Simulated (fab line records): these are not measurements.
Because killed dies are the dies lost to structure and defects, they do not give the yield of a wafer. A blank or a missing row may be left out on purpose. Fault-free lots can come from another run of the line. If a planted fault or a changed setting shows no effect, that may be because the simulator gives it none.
Chamber matching :: flow nandHarc :: rieDiel-04 running NHARC_A_CONTACT_ETCH_90: 4 sister chambers
The step etches the open film in CH3F/O2, target depth 40 nm, time 85.7 s. 18 wafers are shown with their chamber, then 9 later ones without.

WAFERS PAIRED WITH THEIR CHAMBERS
wafer: L074.1
chamber: 2
showerheadPlenumPTorr (Torr): 2.48
drypumpMotorCurrentA (A): 5.7
rfVppV (V): 245.0

wafer: L074.2
chamber: 1
showerheadPlenumPTorr (Torr): 2.58
drypumpMotorCurrentA (A): 5.4
rfVppV (V): 246.6

wafer: L074.6
chamber: 2
showerheadPlenumPTorr (Torr): 2.48
drypumpMotorCurrentA (A): 5.6
rfVppV (V): 245.2

wafer: L074.3
chamber: 0
showerheadPlenumPTorr (Torr): 2.60
drypumpMotorCurrentA (A): 5.8
rfVppV (V): 246.5

wafer: L074.4
chamber: 3
showerheadPlenumPTorr (Torr): 2.49
drypumpMotorCurrentA (A): 5.6
rfVppV (V): 244.1

wafer: L074.5
chamber: 3
showerheadPlenumPTorr (Torr): 2.49
drypumpMotorCurrentA (A): 5.6
rfVppV (V): 244.8

wafer: L077.1
chamber: 2
showerheadPlenumPTorr (Torr): 2.48
drypumpMotorCurrentA (A): 5.7
rfVppV (V): 243.9

wafer: L077.4
chamber: 3
showerheadPlenumPTorr (Torr): 2.48
drypumpMotorCurrentA (A): 5.6
rfVppV (V): 244.1

wafer: L077.5
chamber: 0
showerheadPlenumPTorr (Torr): 2.59
drypumpMotorCurrentA (A): 5.8
rfVppV (V): 246.4

wafer: L079.1
chamber: 2
showerheadPlenumPTorr (Torr): 2.47
drypumpMotorCurrentA (A): 5.6
rfVppV (V): 243.3

wafer: L079.2
chamber: 3
showerheadPlenumPTorr (Torr): 2.48
drypumpMotorCurrentA (A): 5.6
rfVppV (V): 243.3

wafer: L079.3
chamber: 1
showerheadPlenumPTorr (Torr): 2.57
drypumpMotorCurrentA (A): 5.5
rfVppV (V): 244.1

wafer: L079.4
chamber: 1
showerheadPlenumPTorr (Torr): 2.57
drypumpMotorCurrentA (A): 5.5
rfVppV (V): 246.0

wafer: L079.5
chamber: 3
showerheadPlenumPTorr (Torr): 2.48
drypumpMotorCurrentA (A): 5.6
rfVppV (V): 245.9

wafer: L079.6
chamber: 2
showerheadPlenumPTorr (Torr): 2.47
drypumpMotorCurrentA (A): 5.7
rfVppV (V): 245.2

wafer: L085.2
chamber: 2
showerheadPlenumPTorr (Torr): 2.47
drypumpMotorCurrentA (A): 5.6
rfVppV (V): 244.9

wafer: L085.3
chamber: 0
showerheadPlenumPTorr (Torr): 2.59
drypumpMotorCurrentA (A): 5.8
rfVppV (V): 246.3

wafer: L085.6
chamber: 0
showerheadPlenumPTorr (Torr): 2.59
drypumpMotorCurrentA (A): 5.8
rfVppV (V): 245.5

SIGNATURES (means of the wafers above)
reading: showerheadPlenumPTorr
chamber 0: 2.5925
chamber 1: 2.5733
chamber 2: 2.4750
chamber 3: 2.4840
scatter within a chamber: 0.00542

reading: drypumpMotorCurrentA
chamber 0: 5.800
chamber 1: 5.467
chamber 2: 5.650
chamber 3: 5.600
scatter within a chamber: 0.0393

reading: rfVppV
chamber 0: 246.175
chamber 1: 245.567
chamber 2: 244.583
chamber 3: 244.440
scatter within a chamber: 0.885
Rule: for each reading, subtract the chamber's mean from the wafer's reading, divide by that reading's scatter and square the result; add these up over the readings and take the root, which gives the wafer's distance from the chamber. The wafer belongs to the nearest chamber; if the next one is less than 2 further off, it can't be placed. The scatter: the root of (the sum of the squares of (reading less its chamber's mean) over the shown wafers, divided by (wafers less chambers)).

WAFERS WHOSE CHAMBER IS MISSING
wafer: L086.1
showerheadPlenumPTorr (Torr): 2.47
drypumpMotorCurrentA (A): 5.7
rfVppV (V): 244.5

wafer: L086.4
showerheadPlenumPTorr (Torr): 2.56
drypumpMotorCurrentA (A): 5.5
rfVppV (V): 246.0

wafer: L086.6
showerheadPlenumPTorr (Torr): 2.56
drypumpMotorCurrentA (A): 5.5
rfVppV (V): 245.9

wafer: L097.1
showerheadPlenumPTorr (Torr): 2.55
drypumpMotorCurrentA (A): 5.5
rfVppV (V): 245.5

wafer: L097.2
showerheadPlenumPTorr (Torr): 2.46
drypumpMotorCurrentA (A): 5.6
rfVppV (V): 244.9

wafer: L097.6
showerheadPlenumPTorr (Torr): 2.57
drypumpMotorCurrentA (A): 5.8
rfVppV (V): 244.9

wafer: L097.3
showerheadPlenumPTorr (Torr): 2.57
drypumpMotorCurrentA (A): 5.8
rfVppV (V): 245.7

wafer: L097.4
showerheadPlenumPTorr (Torr): 2.55
drypumpMotorCurrentA (A): 5.5
rfVppV (V): 245.7

wafer: L097.5
showerheadPlenumPTorr (Torr): 2.46
drypumpMotorCurrentA (A): 5.6
rfVppV (V): 243.6

WHICH CHAMBER EACH ONE RAN IN
wafer: L086.1
from the rows above: 2
in truth: 2

wafer: L086.4
from the rows above: 1
in truth: 1

wafer: L086.6
from the rows above: 1
in truth: 1

wafer: L097.1
from the rows above: 1
in truth: 1

wafer: L097.2
from the rows above: can't be placed: 2 or 3
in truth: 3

wafer: L097.6
from the rows above: 0
in truth: 0

wafer: L097.3
from the rows above: 0
in truth: 0

wafer: L097.4
from the rows above: 1
in truth: 1

wafer: L097.5
from the rows above: can't be placed: 2 or 3
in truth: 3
Correct placement for 7 of the 9. From these rows, 2 cannot be placed; in 2 the true chamber is one of the candidates. Wrongly placed: 0.
